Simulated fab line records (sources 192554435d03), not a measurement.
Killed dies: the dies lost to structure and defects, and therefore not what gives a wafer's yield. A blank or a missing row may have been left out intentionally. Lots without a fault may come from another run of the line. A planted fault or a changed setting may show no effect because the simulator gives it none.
fab line records :: flow n5_finfet
record:
  lots: 12
  wafers: 35
  last_day: 18
route steps=1938 shown BEOL_M8@1385 BEOL_M9@1406
lots that met no fault: taken from a fault-free run of the same line
start_h: start of the lot's first displayed wafer, in hours after the record's first day :: wait_h: time in hours since the lot's previous step :: " identical to the entry in the row above :: L1.1+2: a row that stands for several wafers :: - no value, or no start was given :: * or withheld: withheld :: < > ~ a bound
route shown NAME@n: a module of which the file shows steps, and the number in the route of the first :: usual: mean and standard deviation over wafers with no fault :: same: alike in all rows :: chamber/n: place in a boat :: sites: readings site by site :: _std_site: the values' standard deviation :: _edge_site: outer sites' mean less inner sites' :: radius_mm: how far each site lies from the wafer's centre :: mask NAME#n: copy n :: behind: the tool/chamber that last shaped the wafer :: hold: why the lot went on hold/how many hours it stayed there/how the hold came to an end :: device: the transistor (n, p or np) that didn't switch :: end of line: tests of these same wafers at the route's end :: a step without rows: its recipe alone :: killed: dies lost to structure and defects at the first sort, not the wafer's yield :: map: dies across one wafer; x = killed, . = not, _ = none there
set.NAME: the setting as run; set.NAME@STEP: as run at that earlier step :: model.NAME: the simulator's own value behind a step, which no gauge read
the route's steps for a sample of lots (tables are steps, rows are wafers)
services: when a tool's chamber went out of use (start_h, in hours from the record's first day, below 0 if earlier), for how many hours, and the reason
== steps ==
step: N5_BEOL_M8_CD_MEAS_35
recipe:
  target_cd_nm: 40
  polarity: opening
usual:
  cd_nm: 40.2/0.62
lot.wafer: L314.2
tool: cd_sem-02
chamber: -
start_h: 219.55
wait_h: 0.0
cd_nm: 40.2

lot.wafer: L314.4
tool: cd_sem-02
chamber: -
start_h: 219.55
wait_h: 0.0
cd_nm: 40.1

lot.wafer: L314.6
tool: cd_sem-02
chamber: -
start_h: 219.55
wait_h: 0.0
cd_nm: 39.9

lot.wafer: L316.1
tool: cd_sem-03
chamber: -
start_h: 220.05
wait_h: 0.0
cd_nm: 41.1

lot.wafer: L316.2
tool: cd_sem-03
chamber: -
start_h: 220.05
wait_h: 0.0
cd_nm: 40.4

lot.wafer: L316.3
tool: cd_sem-03
chamber: -
start_h: 220.05
wait_h: 0.0
cd_nm: 40.3

lot.wafer: L315.3
tool: cd_sem-02
chamber: -
start_h: 225.65
wait_h: 0.0
cd_nm: 39.9

lot.wafer: L315.4
tool: cd_sem-02
chamber: -
start_h: 225.65
wait_h: 0.0
cd_nm: 40.5

lot.wafer: L315.6
tool: cd_sem-02
chamber: -
start_h: 225.65
wait_h: 0.0
cd_nm: 40.1

lot.wafer: L318.1
tool: cd_sem-02
chamber: -
start_h: 242.12
wait_h: 0.0
cd_nm: 40.9

lot.wafer: L318.3
tool: cd_sem-02
chamber: -
start_h: 242.12
wait_h: 0.0
cd_nm: 40.0

lot.wafer: L318.5
tool: cd_sem-02
chamber: -
start_h: 242.12
wait_h: 0.0
cd_nm: 40.6

lot.wafer: L319.4
tool: cd_sem-03
chamber: -
start_h: 242.55
wait_h: 0.0
cd_nm: 40.8

lot.wafer: L319.5
tool: cd_sem-03
chamber: -
start_h: 242.55
wait_h: 0.0
cd_nm: 39.0

lot.wafer: L319.6
tool: cd_sem-03
chamber: -
start_h: 242.55
wait_h: 0.0
cd_nm: 40.0

lot.wafer: L324.3
tool: cd_sem-02
chamber: -
start_h: 281.35
wait_h: 0.0
cd_nm: 41.1

lot.wafer: L324.5
tool: cd_sem-02
chamber: -
start_h: 281.35
wait_h: 0.0
cd_nm: 39.7

lot.wafer: L324.6
tool: cd_sem-02
chamber: -
start_h: 281.35
wait_h: 0.0
cd_nm: 39.5

lot.wafer: L328.1
tool: cd_sem-03
chamber: -
start_h: 299.00
wait_h: 0.0
cd_nm: 40.7

lot.wafer: L328.2
tool: cd_sem-03
chamber: -
start_h: 299.00
wait_h: 0.0
cd_nm: 40.2

lot.wafer: L328.6
tool: cd_sem-03
chamber: -
start_h: 299.00
wait_h: 0.0
cd_nm: 40.2

lot.wafer: L329.1
tool: cd_sem-02
chamber: -
start_h: 304.56
wait_h: 0.0
cd_nm: 40.0

lot.wafer: L329.4
tool: cd_sem-02
chamber: -
start_h: 304.56
wait_h: 0.0
cd_nm: 39.7

lot.wafer: L329.5
tool: cd_sem-02
chamber: -
start_h: 304.56
wait_h: 0.0
cd_nm: 39.6

lot.wafer: L332.5
tool: cd_sem-03
chamber: -
start_h: 324.92
wait_h: 0.0
cd_nm: 40.6

lot.wafer: L332.6
tool: cd_sem-03
chamber: -
start_h: 324.92
wait_h: 0.0
cd_nm: 40.1

lot.wafer: L333.2
tool: cd_sem-01
chamber: -
start_h: 340.61
wait_h: 0.0
cd_nm: 38.8

lot.wafer: L333.3
tool: cd_sem-01
chamber: -
start_h: 340.61
wait_h: 0.0
cd_nm: 39.5

lot.wafer: L333.4
tool: cd_sem-01
chamber: -
start_h: 340.61
wait_h: 0.0
cd_nm: 39.4

lot.wafer: L336.2
tool: cd_sem-02
chamber: -
start_h: 341.87
wait_h: 0.0
cd_nm: 39.8

lot.wafer: L336.4
tool: cd_sem-02
chamber: -
start_h: 341.87
wait_h: 0.0
cd_nm: 41.0

lot.wafer: L336.5
tool: cd_sem-02
chamber: -
start_h: 341.87
wait_h: 0.0
cd_nm: 39.7

lot.wafer: L335.3
tool: cd_sem-02
chamber: -
start_h: 347.10
wait_h: 0.0
cd_nm: 40.4

lot.wafer: L335.4
tool: cd_sem-02
chamber: -
start_h: 347.10
wait_h: 0.0
cd_nm: 41.5

lot.wafer: L335.5
tool: cd_sem-02
chamber: -
start_h: 347.10
wait_h: 0.0
cd_nm: 40.0
step: N5_BEOL_M8_ANNEAL_51
recipe:
  temp_c: 225
  time_s: 90
  ambient: N2
usual:
  wafer_temp_C_max: 225.60/0.2
lot.wafer: L314.2
tool: rtp_anneal-02
chamber: 0
start_h: 221.11
wait_h: 0.1
wafer_temp_C_max: 225.64

lot.wafer: L314.4
tool: rtp_anneal-02
chamber: 0
start_h: 221.11
wait_h: 0.1
wafer_temp_C_max: 225.91

lot.wafer: L314.6
tool: rtp_anneal-02
chamber: 0
start_h: 221.11
wait_h: 0.1
wafer_temp_C_max: 225.76

lot.wafer: L316.1
tool: rtp_anneal-01
chamber: 0
start_h: 221.71
wait_h: 0.1
wafer_temp_C_max: 225.41

lot.wafer: L316.2
tool: rtp_anneal-01
chamber: 0
start_h: 221.71
wait_h: 0.1
wafer_temp_C_max: 225.40

lot.wafer: L316.3
tool: rtp_anneal-01
chamber: 0
start_h: 221.71
wait_h: 0.1
wafer_temp_C_max: 225.49

lot.wafer: L315.3
tool: rtp_anneal-01
chamber: 0
start_h: 227.61
wait_h: 0.3
wafer_temp_C_max: 225.94

lot.wafer: L315.4
tool: rtp_anneal-01
chamber: 0
start_h: 227.61
wait_h: 0.3
wafer_temp_C_max: 225.18

lot.wafer: L315.6
tool: rtp_anneal-01
chamber: 0
start_h: 227.61
wait_h: 0.3
wafer_temp_C_max: 225.61

lot.wafer: L318.1
tool: rtp_anneal-02
chamber: 0
start_h: 243.73
wait_h: 0.1
wafer_temp_C_max: 225.69

lot.wafer: L318.3
tool: rtp_anneal-02
chamber: 0
start_h: 243.73
wait_h: 0.1
wafer_temp_C_max: 225.54

lot.wafer: L318.5
tool: rtp_anneal-02
chamber: 0
start_h: 243.73
wait_h: 0.1
wafer_temp_C_max: 225.47

lot.wafer: L319.4
tool: rtp_anneal-02
chamber: 0
start_h: 244.85
wait_h: 0.6
wafer_temp_C_max: 226.02

lot.wafer: L319.5
tool: rtp_anneal-02
chamber: 0
start_h: 244.85
wait_h: 0.6
wafer_temp_C_max: 225.57

lot.wafer: L319.6
tool: rtp_anneal-02
chamber: 0
start_h: 244.85
wait_h: 0.6
wafer_temp_C_max: 226.01

lot.wafer: L324.3
tool: rtp_anneal-02
chamber: 0
start_h: 283.64
wait_h: 0.1
wafer_temp_C_max: 225.56

lot.wafer: L324.5
tool: rtp_anneal-02
chamber: 0
start_h: 283.64
wait_h: 0.1
wafer_temp_C_max: 225.65

lot.wafer: L324.6
tool: rtp_anneal-02
chamber: 0
start_h: 283.64
wait_h: 0.1
wafer_temp_C_max: 225.50

lot.wafer: L328.1
tool: rtp_anneal-01
chamber: 0
start_h: 301.74
wait_h: 0.7
wafer_temp_C_max: 225.27

lot.wafer: L328.2
tool: rtp_anneal-01
chamber: 0
start_h: 301.74
wait_h: 0.7
wafer_temp_C_max: 225.36

lot.wafer: L328.6
tool: rtp_anneal-01
chamber: 0
start_h: 301.74
wait_h: 0.7
wafer_temp_C_max: 225.53

lot.wafer: L329.1
tool: rtp_anneal-01
chamber: 0
start_h: 307.89
wait_h: 0.3
wafer_temp_C_max: 225.47

lot.wafer: L329.4
tool: rtp_anneal-01
chamber: 0
start_h: 307.89
wait_h: 0.3
wafer_temp_C_max: 225.55

lot.wafer: L329.5
tool: rtp_anneal-01
chamber: 0
start_h: 307.89
wait_h: 0.3
wafer_temp_C_max: 225.64

lot.wafer: L332.5
tool: rtp_anneal-01
chamber: 0
start_h: 327.81
wait_h: 1.1
wafer_temp_C_max: 225.42

lot.wafer: L332.6
tool: rtp_anneal-01
chamber: 0
start_h: 327.81
wait_h: 1.1
wafer_temp_C_max: 225.21

lot.wafer: L333.2
tool: rtp_anneal-01
chamber: 0
start_h: 342.65
wait_h: 0.2
wafer_temp_C_max: 225.44

lot.wafer: L333.3
tool: rtp_anneal-01
chamber: 0
start_h: 342.65
wait_h: 0.2
wafer_temp_C_max: 225.79

lot.wafer: L333.4
tool: rtp_anneal-01
chamber: 0
start_h: 342.65
wait_h: 0.2
wafer_temp_C_max: 225.33

lot.wafer: L336.2
tool: rtp_anneal-02
chamber: 0
start_h: 343.99
wait_h: 0.1
wafer_temp_C_max: 225.81

lot.wafer: L336.4
tool: rtp_anneal-02
chamber: 0
start_h: 343.99
wait_h: 0.1
wafer_temp_C_max: 225.50

lot.wafer: L336.5
tool: rtp_anneal-02
chamber: 0
start_h: 343.99
wait_h: 0.1
wafer_temp_C_max: 225.37

lot.wafer: L335.3
tool: rtp_anneal-01
chamber: 0
start_h: 348.84
wait_h: 0.4
wafer_temp_C_max: 225.81

lot.wafer: L335.4
tool: rtp_anneal-01
chamber: 0
start_h: 348.84
wait_h: 0.4
wafer_temp_C_max: 225.54

lot.wafer: L335.5
tool: rtp_anneal-01
chamber: 0
start_h: 348.84
wait_h: 0.4
wafer_temp_C_max: 225.65
step: N5_BEOL_M8_CMP_52
recipe:
  stop_on: SiCOH_lowk
  t_overpolish_s: 6.9
  down_force_psi: 1
  platen_rpm: 50
  clearing_platen_down_force_psi: 1.5
  clearing_platen_rpm: 50
  post_cmp_clean: cu_alkaline
  target_thk_nm: 80
  clearing_platen_pad_velocity_m_s: 0.99484
  pad_velocity_m_s: 0.99484
usual:
  barrier_field_endpoint_s: 28.8/0.67
  motor_current_A: 6.1/0.54
  overpolish_run_s: 6.899/0.0087
  time_to_endpoint_s: 61.8/2.9
same:
  t_overpolish_s: 6.9
lot.wafer: L314.4
tool: cmp-04
chamber: 1
start_h: 221.41
wait_h: 0.2
barrier_field_endpoint_s: 29.0
motor_current_A: 6.4
overpolish_run_s: 6.902
time_to_endpoint_s: 61.3

lot.wafer: L314.2
tool: cmp-04
chamber: 2
start_h: 221.41
wait_h: 0.2
barrier_field_endpoint_s: 27.4
motor_current_A: 6.4
overpolish_run_s: 6.897
time_to_endpoint_s: 54.6

lot.wafer: L314.6
tool: cmp-04
chamber: 1
start_h: 221.41
wait_h: 0.2
barrier_field_endpoint_s: 29.8
motor_current_A: 6.4
overpolish_run_s: 6.897
time_to_endpoint_s: 64.4

lot.wafer: L316.2
tool: cmp-03
chamber: 0
start_h: 222.00
wait_h: 0.2
barrier_field_endpoint_s: 28.7
motor_current_A: 6.4
overpolish_run_s: 6.888
time_to_endpoint_s: 55.3

lot.wafer: L316.1
tool: cmp-03
chamber: 2
start_h: 222.00
wait_h: 0.2
barrier_field_endpoint_s: 28.9
motor_current_A: 7.1
overpolish_run_s: 6.898
time_to_endpoint_s: 60.1

lot.wafer: L316.3
tool: cmp-03
chamber: 3
start_h: 222.00
wait_h: 0.2
barrier_field_endpoint_s: 30.0
motor_current_A: 5.7
overpolish_run_s: 6.894
time_to_endpoint_s: 61.7

lot.wafer: L315.3
tool: cmp-01
chamber: 2
start_h: 227.83
wait_h: 0.2
barrier_field_endpoint_s: 28.4
motor_current_A: 5.8
overpolish_run_s: 6.901
time_to_endpoint_s: 61.1

lot.wafer: L315.4
tool: cmp-01
chamber: 3
start_h: 227.83
wait_h: 0.2
barrier_field_endpoint_s: 28.5
motor_current_A: 5.7
overpolish_run_s: 6.905
time_to_endpoint_s: 60.8

lot.wafer: L315.6
tool: cmp-01
chamber: 3
start_h: 227.83
wait_h: 0.2
barrier_field_endpoint_s: 28.6
motor_current_A: 5.9
overpolish_run_s: 6.885
time_to_endpoint_s: 61.4

lot.wafer: L318.3
tool: cmp-03
chamber: 0
start_h: 244.06
wait_h: 0.2
barrier_field_endpoint_s: 27.7
motor_current_A: 6.3
overpolish_run_s: 6.906
time_to_endpoint_s: 55.6

lot.wafer: L318.1
tool: cmp-03
chamber: 1
start_h: 244.06
wait_h: 0.2
barrier_field_endpoint_s: 28.3
motor_current_A: 6.9
overpolish_run_s: 6.892
time_to_endpoint_s: 59.9

lot.wafer: L318.5
tool: cmp-03
chamber: 3
start_h: 244.06
wait_h: 0.2
barrier_field_endpoint_s: 29.2
motor_current_A: 5.5
overpolish_run_s: 6.889
time_to_endpoint_s: 64.1

lot.wafer: L319.4
tool: cmp-01
chamber: 2
start_h: 245.05
wait_h: 0.2
barrier_field_endpoint_s: 28.1
motor_current_A: 5.4
overpolish_run_s: 6.893
time_to_endpoint_s: 60.9

lot.wafer: L319.6
tool: cmp-01
chamber: 1
start_h: 245.05
wait_h: 0.2
barrier_field_endpoint_s: 28.7
motor_current_A: 6.1
overpolish_run_s: 6.887
time_to_endpoint_s: 61.1

lot.wafer: L319.5
tool: cmp-01
chamber: 2
start_h: 245.05
wait_h: 0.2
barrier_field_endpoint_s: 28.2
motor_current_A: 5.5
overpolish_run_s: 6.903
time_to_endpoint_s: 58.2

lot.wafer: L324.3
tool: cmp-03
chamber: 0
start_h: 283.85
wait_h: 0.2
barrier_field_endpoint_s: 27.4
motor_current_A: 6.1
overpolish_run_s: 6.897
time_to_endpoint_s: 59.2

lot.wafer: L324.5
tool: cmp-03
chamber: 0
start_h: 283.85
wait_h: 0.2
barrier_field_endpoint_s: 27.4
motor_current_A: 6.4
overpolish_run_s: 6.889
time_to_endpoint_s: 61.3

lot.wafer: L324.6
tool: cmp-03
chamber: 1
start_h: 283.85
wait_h: 0.2
barrier_field_endpoint_s: 28.9
motor_current_A: 6.4
overpolish_run_s: 6.905
time_to_endpoint_s: 64.8

lot.wafer: L328.2
tool: cmp-03
chamber: 2
start_h: 302.04
wait_h: 0.2
barrier_field_endpoint_s: 28.4
motor_current_A: 6.7
overpolish_run_s: 6.902
time_to_endpoint_s: 62.3

lot.wafer: L328.1
tool: cmp-03
chamber: 0
start_h: 302.04
wait_h: 0.2
barrier_field_endpoint_s: 27.8
motor_current_A: 6.3
overpolish_run_s: 6.904
time_to_endpoint_s: 58.9

lot.wafer: L328.6
tool: cmp-03
chamber: 3
start_h: 302.04
wait_h: 0.2
barrier_field_endpoint_s: 29.9
motor_current_A: 5.3
overpolish_run_s: 6.904
time_to_endpoint_s: 63.1

lot.wafer: L329.1
tool: cmp-04
chamber: 3
start_h: 308.19
wait_h: 0.3
barrier_field_endpoint_s: 27.5
motor_current_A: 6.5
overpolish_run_s: 6.913
time_to_endpoint_s: 60.0

lot.wafer: L329.4
tool: cmp-04
chamber: 2
start_h: 308.19
wait_h: 0.3
barrier_field_endpoint_s: 28.8
motor_current_A: 6.2
overpolish_run_s: 6.903
time_to_endpoint_s: 57.4

lot.wafer: L329.5
tool: cmp-04
chamber: 0
start_h: 308.19
wait_h: 0.3
barrier_field_endpoint_s: 29.0
motor_current_A: 5.9
overpolish_run_s: 6.904
time_to_endpoint_s: 60.9

lot.wafer: L332.5
tool: cmp-03
chamber: 0
start_h: 328.09
wait_h: 0.2
barrier_field_endpoint_s: 28.4
motor_current_A: 6.2
overpolish_run_s: 6.901
time_to_endpoint_s: 58.4

lot.wafer: L332.6
tool: cmp-03
chamber: 1
start_h: 328.09
wait_h: 0.2
barrier_field_endpoint_s: 30.5
motor_current_A: 6.9
overpolish_run_s: 6.902
time_to_endpoint_s: 67.5

lot.wafer: L333.4
tool: cmp-01
chamber: 2
start_h: 342.91
wait_h: 0.1
barrier_field_endpoint_s: 29.7
motor_current_A: 5.5
overpolish_run_s: 6.917
time_to_endpoint_s: 64.0

lot.wafer: L333.3
tool: cmp-01
chamber: 3
start_h: 342.91
wait_h: 0.1
barrier_field_endpoint_s: 28.9
motor_current_A: 5.9
overpolish_run_s: 6.906
time_to_endpoint_s: 63.7

lot.wafer: L333.2
tool: cmp-01
chamber: 1
start_h: 342.91
wait_h: 0.1
barrier_field_endpoint_s: 29.0
motor_current_A: 6.3
overpolish_run_s: 6.899
time_to_endpoint_s: 64.5

lot.wafer: L336.2
tool: cmp-03
chamber: 1
start_h: 344.25
wait_h: 0.2
barrier_field_endpoint_s: 29.2
motor_current_A: 7.2
overpolish_run_s: 6.897
time_to_endpoint_s: 63.8

lot.wafer: L336.4
tool: cmp-03
chamber: 3
start_h: 344.25
wait_h: 0.2
barrier_field_endpoint_s: 30.2
motor_current_A: 5.3
overpolish_run_s: 6.898
time_to_endpoint_s: 65.3

lot.wafer: L336.5
tool: cmp-03
chamber: 2
start_h: 344.25
wait_h: 0.2
barrier_field_endpoint_s: 28.7
motor_current_A: 7.1
overpolish_run_s: 6.908
time_to_endpoint_s: 61.1

lot.wafer: L335.4
tool: cmp-01
chamber: 1
start_h: 349.09
wait_h: 0.2
barrier_field_endpoint_s: 29.7
motor_current_A: 6.3
overpolish_run_s: 6.909
time_to_endpoint_s: 65.2

lot.wafer: L335.3
tool: cmp-01
chamber: 2
start_h: 349.09
wait_h: 0.2
barrier_field_endpoint_s: 28.6
motor_current_A: 5.2
overpolish_run_s: 6.894
time_to_endpoint_s: 63.3

lot.wafer: L335.5
tool: cmp-01
chamber: 0
start_h: 349.09
wait_h: 0.2
barrier_field_endpoint_s: 30.3
motor_current_A: 5.7
overpolish_run_s: 6.890
time_to_endpoint_s: 67.0
step: N5_BEOL_M9_COAT_59
recipe:
  resist: SOC
  temp_c: 250
  time_s: 60
  spin_rpm: 1500
  resist_thk_nm: 100
usual:
  exhaust_pa: 45.1/0.93
  spin_speed_rpm: 1500.0/0.95
lot.wafer: L314.2
tool: litho_track-03
chamber: 0
start_h: 224.72
wait_h: 0.1
exhaust_pa: 44.3
spin_speed_rpm: 1499.6

lot.wafer: L314.4
tool: litho_track-03
chamber: 0
start_h: 224.72
wait_h: 0.1
exhaust_pa: 44.7
spin_speed_rpm: 1499.4

lot.wafer: L314.6
tool: litho_track-03
chamber: 0
start_h: 224.72
wait_h: 0.1
exhaust_pa: 43.6
spin_speed_rpm: 1500.6

lot.wafer: L316.1
tool: litho_track-05
chamber: 0
start_h: 225.62
wait_h: 0.1
exhaust_pa: 45.8
spin_speed_rpm: 1499.6

lot.wafer: L316.2
tool: litho_track-05
chamber: 0
start_h: 225.62
wait_h: 0.1
exhaust_pa: 44.1
spin_speed_rpm: 1500.6

lot.wafer: L316.3
tool: litho_track-05
chamber: 0
start_h: 225.62
wait_h: 0.1
exhaust_pa: 44.3
spin_speed_rpm: 1500.6

lot.wafer: L315.3
tool: litho_track-03
chamber: 0
start_h: 229.98
wait_h: 0.1
exhaust_pa: 46.1
spin_speed_rpm: 1497.7

lot.wafer: L315.4
tool: litho_track-03
chamber: 0
start_h: 229.98
wait_h: 0.1
exhaust_pa: 45.2
spin_speed_rpm: 1498.8

lot.wafer: L315.6
tool: litho_track-03
chamber: 0
start_h: 229.98
wait_h: 0.1
exhaust_pa: 45.4
spin_speed_rpm: 1498.4

lot.wafer: L318.1
tool: litho_track-03
chamber: 0
start_h: 247.52
wait_h: 0.1
exhaust_pa: 45.2
spin_speed_rpm: 1500.5

lot.wafer: L318.3
tool: litho_track-03
chamber: 0
start_h: 247.52
wait_h: 0.1
exhaust_pa: 45.2
spin_speed_rpm: 1499.9

lot.wafer: L318.5
tool: litho_track-03
chamber: 0
start_h: 247.52
wait_h: 0.1
exhaust_pa: 45.2
spin_speed_rpm: 1500.5

lot.wafer: L319.4
tool: litho_track-03
chamber: 0
start_h: 247.98
wait_h: 0.1
exhaust_pa: 44.6
spin_speed_rpm: 1810.4

lot.wafer: L319.5
tool: litho_track-03
chamber: 0
start_h: 247.98
wait_h: 0.1
exhaust_pa: 45.4
spin_speed_rpm: 1810.2

lot.wafer: L319.6
tool: litho_track-03
chamber: 0
start_h: 247.98
wait_h: 0.1
exhaust_pa: 43.6
spin_speed_rpm: 1810.2

lot.wafer: L324.3
tool: litho_track-03
chamber: 0
start_h: 286.94
wait_h: 0.1
exhaust_pa: 44.9
spin_speed_rpm: 1810.8

lot.wafer: L324.5
tool: litho_track-03
chamber: 0
start_h: 286.94
wait_h: 0.1
exhaust_pa: 44.6
spin_speed_rpm: 1810.4

lot.wafer: L324.6
tool: litho_track-03
chamber: 0
start_h: 286.94
wait_h: 0.1
exhaust_pa: 44.7
spin_speed_rpm: 1812.2

lot.wafer: L328.1
tool: litho_track-01
chamber: 0
start_h: 304.16
wait_h: 0.1
exhaust_pa: 44.9
spin_speed_rpm: 1499.5

lot.wafer: L328.2
tool: litho_track-01
chamber: 0
start_h: 304.16
wait_h: 0.1
exhaust_pa: 43.7
spin_speed_rpm: 1498.5

lot.wafer: L328.6
tool: litho_track-01
chamber: 0
start_h: 304.16
wait_h: 0.1
exhaust_pa: 43.4
spin_speed_rpm: 1500.6

lot.wafer: L329.1
tool: litho_track-05
chamber: 0
start_h: 310.84
wait_h: 0.1
exhaust_pa: 44.2
spin_speed_rpm: 1500.0

lot.wafer: L329.4
tool: litho_track-05
chamber: 0
start_h: 310.84
wait_h: 0.1
exhaust_pa: 45.0
spin_speed_rpm: 1501.2

lot.wafer: L329.5
tool: litho_track-05
chamber: 0
start_h: 310.84
wait_h: 0.1
exhaust_pa: 44.3
spin_speed_rpm: 1500.5

lot.wafer: L332.5
tool: litho_track-05
chamber: 0
start_h: 329.82
wait_h: 0.0
exhaust_pa: 45.4
spin_speed_rpm: 1499.8

lot.wafer: L332.6
tool: litho_track-05
chamber: 0
start_h: 329.82
wait_h: 0.0
exhaust_pa: 43.9
spin_speed_rpm: 1500.7

lot.wafer: L333.2
tool: litho_track-01
chamber: 0
start_h: 344.45
wait_h: 0.1
exhaust_pa: 46.2
spin_speed_rpm: 1499.7

lot.wafer: L333.3
tool: litho_track-01
chamber: 0
start_h: 344.45
wait_h: 0.1
exhaust_pa: 46.6
spin_speed_rpm: 1500.1

lot.wafer: L333.4
tool: litho_track-01
chamber: 0
start_h: 344.45
wait_h: 0.1
exhaust_pa: 46.5
spin_speed_rpm: 1498.7

lot.wafer: L336.2
tool: litho_track-03
chamber: 0
start_h: 347.09
wait_h: 0.1
exhaust_pa: 45.6
spin_speed_rpm: 1498.8

lot.wafer: L336.4
tool: litho_track-03
chamber: 0
start_h: 347.09
wait_h: 0.1
exhaust_pa: 45.7
spin_speed_rpm: 1499.1

lot.wafer: L336.5
tool: litho_track-03
chamber: 0
start_h: 347.09
wait_h: 0.1
exhaust_pa: 45.5
spin_speed_rpm: 1500.2

lot.wafer: L335.3
tool: litho_track-03
chamber: 0
start_h: 352.03
wait_h: 0.1
exhaust_pa: 46.6
spin_speed_rpm: 1499.7

lot.wafer: L335.4
tool: litho_track-03
chamber: 0
start_h: 352.03
wait_h: 0.1
exhaust_pa: 46.6
spin_speed_rpm: 1499.6

lot.wafer: L335.5
tool: litho_track-03
chamber: 0
start_h: 352.03
wait_h: 0.1
exhaust_pa: 45.4
spin_speed_rpm: 1500.2
== services ==
tool: cmp-04
chamber: -
start_h: 199.30
hours: 4.0
kind: pm

tool: cmp-04
chamber: -
start_h: 203.30
hours: -
kind: consumable_replace:conditioner

tool: cmp-04
chamber: -
start_h: 203.30
hours: -
kind: consumable_replace:pad

tool: cmp-01
chamber: -
start_h: 207.51
hours: 4.9
kind: pm

tool: cmp-03
chamber: -
start_h: 211.58
hours: 1.2
kind: repair

tool: cmp-01
chamber: -
start_h: 221.30
hours: 2.3
kind: repair

tool: cmp-04
chamber: -
start_h: 239.55
hours: 1.1
kind: repair

tool: cmp-01
chamber: -
start_h: 268.13
hours: 1.9
kind: repair

tool: cmp-04
chamber: -
start_h: 270.86
hours: 6.2
kind: pm

tool: cmp-01
chamber: -
start_h: 289.09
hours: 4.0
kind: pm

tool: cmp-01
chamber: -
start_h: 293.09
hours: -
kind: consumable_replace:conditioner

tool: cmp-01
chamber: -
start_h: 293.09
hours: -
kind: consumable_replace:pad

tool: cmp-03
chamber: -
start_h: 296.21
hours: 4.0
kind: pm

tool: cmp-03
chamber: -
start_h: 300.21
hours: -
kind: consumable_replace:conditioner

tool: cmp-03
chamber: -
start_h: 300.21
hours: -
kind: consumable_replace:pad

tool: cmp-03
chamber: -
start_h: 316.56
hours: 0.2
kind: repair
== key ==
first_sign:
  step: N5_BEOL_M9_COAT_59
  reading: spin_speed_rpm
  direction: up
  sigmas: 99+
  usual: *
  struck: *
effect none on later readings
met_at N5_BEOL_M9_COAT_59
struck_lots L319,L324
baseline_loss:
  step: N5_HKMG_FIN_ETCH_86
  wafers: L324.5
not_acting_at N5_BEOL_M8_CD_MEAS_35,N5_BEOL_M8_ANNEAL_51,N5_BEOL_M8_CMP_52
onset_between 247.52 247.98
fault:
  kind: process_parameter_drift
  tool: litho_track-03
  chamber: -
  onset_h: 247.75
  steps: N5_BEOL_M9_COAT_59
  channel: spin_rpm
  offset: *
  shape: step
  end_h: 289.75
  acts_in: *
  stated: *
baseline_loss: these wafers lose ten dies or more at that step, a loss of the line's own and not of a fault; the sort's usual values leave them out
